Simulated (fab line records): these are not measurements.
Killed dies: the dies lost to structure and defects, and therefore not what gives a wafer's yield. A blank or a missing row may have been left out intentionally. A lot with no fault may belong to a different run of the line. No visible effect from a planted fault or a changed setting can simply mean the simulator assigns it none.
Split-lot trial || flow n5-finfet || 21 wafers read across 7 lots, on a route 1938 steps long

ABOUT THE SPLIT
At N5_MOL_CONTACT_COAG_ALD_133 (deposits SiO2, target thk 5 nm, pulse time 1 s, co reactant pulse time 1 s), the setting ald-cycles was moved away from the recipe's 35 on 6 of the 21 wafers read, by -11.4% to +5.7%. This setting was run at the recipe's value on the other wafers.

The reading is taken at the split's own step.

THE READING
SiO2_of_MOL_CONTACT_COAG_ALD_133.thk-nm (the simulator's own value, which no gauge read), in nm, at N5_MOL_CONTACT_COAG_ALD_133 (deposits SiO2, target thk 5 nm, pulse time 1 s, co reactant pulse time 1 s). The file gives no usual value for it.

{"wafer": "L074.1", "tool, chamber at the split": "ald-sin-01, 2", "ald-cycles as run": 35, "against the recipe": "recipe", "SiO2_of_MOL_CONTACT_COAG_ALD_133.thk-nm, nm": 5, "against lot-mates on the recipe": "-"}
{"wafer": "L074.3", "tool, chamber at the split": "ald-sin-01, 3", "ald-cycles as run": 37, "against the recipe": "+5.7%", "SiO2_of_MOL_CONTACT_COAG_ALD_133.thk-nm, nm": 5.2, "against lot-mates on the recipe": "+0.2"}
{"wafer": "L074.4", "tool, chamber at the split": "ald-sin-01, 1", "ald-cycles as run": 37, "against the recipe": "+5.7%", "SiO2_of_MOL_CONTACT_COAG_ALD_133.thk-nm, nm": 5.4, "against lot-mates on the recipe": "+0.4"}
{"wafer": "L076.1", "tool, chamber at the split": "ald-sin-01, 3,0", "ald-cycles as run": 35, "against the recipe": "recipe", "SiO2_of_MOL_CONTACT_COAG_ALD_133.thk-nm, nm": 5, "against lot-mates on the recipe": "-"}
{"wafer": "L076.6", "tool, chamber at the split": "ald-sin-01, 3,0", "ald-cycles as run": 35, "against the recipe": "recipe", "SiO2_of_MOL_CONTACT_COAG_ALD_133.thk-nm, nm": 5, "against lot-mates on the recipe": "-"}
{"wafer": "L076.3", "tool, chamber at the split": "ald-sin-01, 1", "ald-cycles as run": 32, "against the recipe": "-8.6%", "SiO2_of_MOL_CONTACT_COAG_ALD_133.thk-nm, nm": 4.6, "against lot-mates on the recipe": -0.4}
{"wafer": "L077.1", "tool, chamber at the split": "ald-sin-03, 2", "ald-cycles as run": 35, "against the recipe": "recipe", "SiO2_of_MOL_CONTACT_COAG_ALD_133.thk-nm, nm": 5, "against lot-mates on the recipe": "-"}
{"wafer": "L077.4", "tool, chamber at the split": "ald-sin-03, 1", "ald-cycles as run": 33, "against the recipe": "-5.7%", "SiO2_of_MOL_CONTACT_COAG_ALD_133.thk-nm, nm": 4.6, "against lot-mates on the recipe": -0.4}
{"wafer": "L077.5", "tool, chamber at the split": "ald-sin-03, 3", "ald-cycles as run": 33, "against the recipe": "-5.7%", "SiO2_of_MOL_CONTACT_COAG_ALD_133.thk-nm, nm": 4.8, "against lot-mates on the recipe": -0.2}
{"wafer": "L086.1", "tool, chamber at the split": "ald-sin-02, 2,3,2", "ald-cycles as run": 35, "against the recipe": "recipe", "SiO2_of_MOL_CONTACT_COAG_ALD_133.thk-nm, nm": 5, "against lot-mates on the recipe": "-"}
{"wafer": "L086.5", "tool, chamber at the split": "ald-sin-02, 2,3,2", "ald-cycles as run": 35, "against the recipe": "recipe", "SiO2_of_MOL_CONTACT_COAG_ALD_133.thk-nm, nm": 5, "against lot-mates on the recipe": "-"}
{"wafer": "L086.6", "tool, chamber at the split": "ald-sin-02, 2,3,2", "ald-cycles as run": 35, "against the recipe": "recipe", "SiO2_of_MOL_CONTACT_COAG_ALD_133.thk-nm, nm": 5, "against lot-mates on the recipe": "-"}
{"wafer": "L088.1", "tool, chamber at the split": "ald-sin-02, 0", "ald-cycles as run": 31, "against the recipe": "-11.4%", "SiO2_of_MOL_CONTACT_COAG_ALD_133.thk-nm, nm": 4.4, "against lot-mates on the recipe": -0.6}
{"wafer": "L088.3", "tool, chamber at the split": "ald-sin-02, 1,2", "ald-cycles as run": 35, "against the recipe": "recipe", "SiO2_of_MOL_CONTACT_COAG_ALD_133.thk-nm, nm": 5, "against lot-mates on the recipe": "-"}
{"wafer": "L088.6", "tool, chamber at the split": "ald-sin-02, 1,2", "ald-cycles as run": 35, "against the recipe": "recipe", "SiO2_of_MOL_CONTACT_COAG_ALD_133.thk-nm, nm": 5, "against lot-mates on the recipe": "-"}
{"wafer": "L094.1", "tool, chamber at the split": "ald-sin-03, 0,2,0", "ald-cycles as run": 35, "against the recipe": "recipe", "SiO2_of_MOL_CONTACT_COAG_ALD_133.thk-nm, nm": 5, "against lot-mates on the recipe": "-"}
{"wafer": "L094.4", "tool, chamber at the split": "ald-sin-03, 0,2,0", "ald-cycles as run": 35, "against the recipe": "recipe", "SiO2_of_MOL_CONTACT_COAG_ALD_133.thk-nm, nm": 5, "against lot-mates on the recipe": "-"}
{"wafer": "L094.5", "tool, chamber at the split": "ald-sin-03, 0,2,0", "ald-cycles as run": 35, "against the recipe": "recipe", "SiO2_of_MOL_CONTACT_COAG_ALD_133.thk-nm, nm": 5, "against lot-mates on the recipe": "-"}
{"wafer": "L096.1", "tool, chamber at the split": "ald-sin-01, 3,1,1", "ald-cycles as run": 35, "against the recipe": "recipe", "SiO2_of_MOL_CONTACT_COAG_ALD_133.thk-nm, nm": 5, "against lot-mates on the recipe": "-"}
{"wafer": "L096.3", "tool, chamber at the split": "ald-sin-01, 3,1,1", "ald-cycles as run": 35, "against the recipe": "recipe", "SiO2_of_MOL_CONTACT_COAG_ALD_133.thk-nm, nm": 5, "against lot-mates on the recipe": "-"}
{"wafer": "L096.6", "tool, chamber at the split": "ald-sin-01, 3,1,1", "ald-cycles as run": 35, "against the recipe": "recipe", "SiO2_of_MOL_CONTACT_COAG_ALD_133.thk-nm, nm": 5, "against lot-mates on the recipe": "-"}
If several chambers appear in one row, that row covers several wafers at once and the file leaves open which wafer was in which chamber.

THE FIT
A straight line over all 21 wafers: SiO2_of_MOL_CONTACT_COAG_ALD_133.thk-nm changes by +0.0513 nm for each +1% of ald-cycles; r = +0.98; the points scatter about the line by 0.047 nm.
The same after taking each lot's own level away (the mean of its wafers on the recipe; 21 wafers): +0.0513 nm for each +1%; r = +0.98; scatter 0.047 nm.
On that fit, the largest move of ald-cycles shifts the reading by 0.59 nm.
The lots' own levels span 5.00 to 5.00 nm.
Consequently the slope shifts little with the lot-to-lot level, the two slopes agreeing.
Check: -0.575 nm against its lot-mates is what the line predicts for one of the wafers moved furthest among these (-11.4%) when that wafer is left out of the fit. Against them it came out at -0.6 nm.

THE OTHER SPLITS THESE WAFERS WENT THROUGH
Other splits were also applied to these wafers ahead of the reading. Each is held against what the fit with the lots' levels taken away leaves over:
{"other split on the same wafers": "N5_SD_EPI_N_EPI_21 temp-c", "wafers away from the commonest value": 8, "r with SiO2_of_MOL_CONTACT_COAG_ALD_133.thk-nm (lot level and that fit taken away)": -0.13}
{"other split on the same wafers": "N5_HKMG_FIN_HK_ALD_01 ald-cycles", "wafers away from the commonest value": 6, "r with SiO2_of_MOL_CONTACT_COAG_ALD_133.thk-nm (lot level and that fit taken away)": -0.04}
{"other split on the same wafers": "N5_HKMG_FIN_ETCH_35 time-s", "wafers away from the commonest value": 8, "r with SiO2_of_MOL_CONTACT_COAG_ALD_133.thk-nm (lot level and that fit taken away)": "+0.16"}
{"other split on the same wafers": "N5_GATE_CUT_COAT_27 spin-rpm", "wafers away from the commonest value": 6, "r with SiO2_of_MOL_CONTACT_COAG_ALD_133.thk-nm (lot level and that fit taken away)": -0.23}
{"other split on the same wafers": "N5_GATE_CUT_ETCH_36 cf4-flow-sccm", "wafers away from the commonest value": 10, "r with SiO2_of_MOL_CONTACT_COAG_ALD_133.thk-nm (lot level and that fit taken away)": -0.05}
{"other split on the same wafers": "N5_MOL_CONTACT_COAG_PECVD_31 time-s", "wafers away from the commonest value": 7, "r with SiO2_of_MOL_CONTACT_COAG_ALD_133.thk-nm (lot level and that fit taken away)": -0.05}

FILE'S OWN FIT
SiO2_of_MOL_CONTACT_COAG_ALD_133.thk-nm changes by +0.0509 nm for each +1% of ald-cycles, r = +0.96.
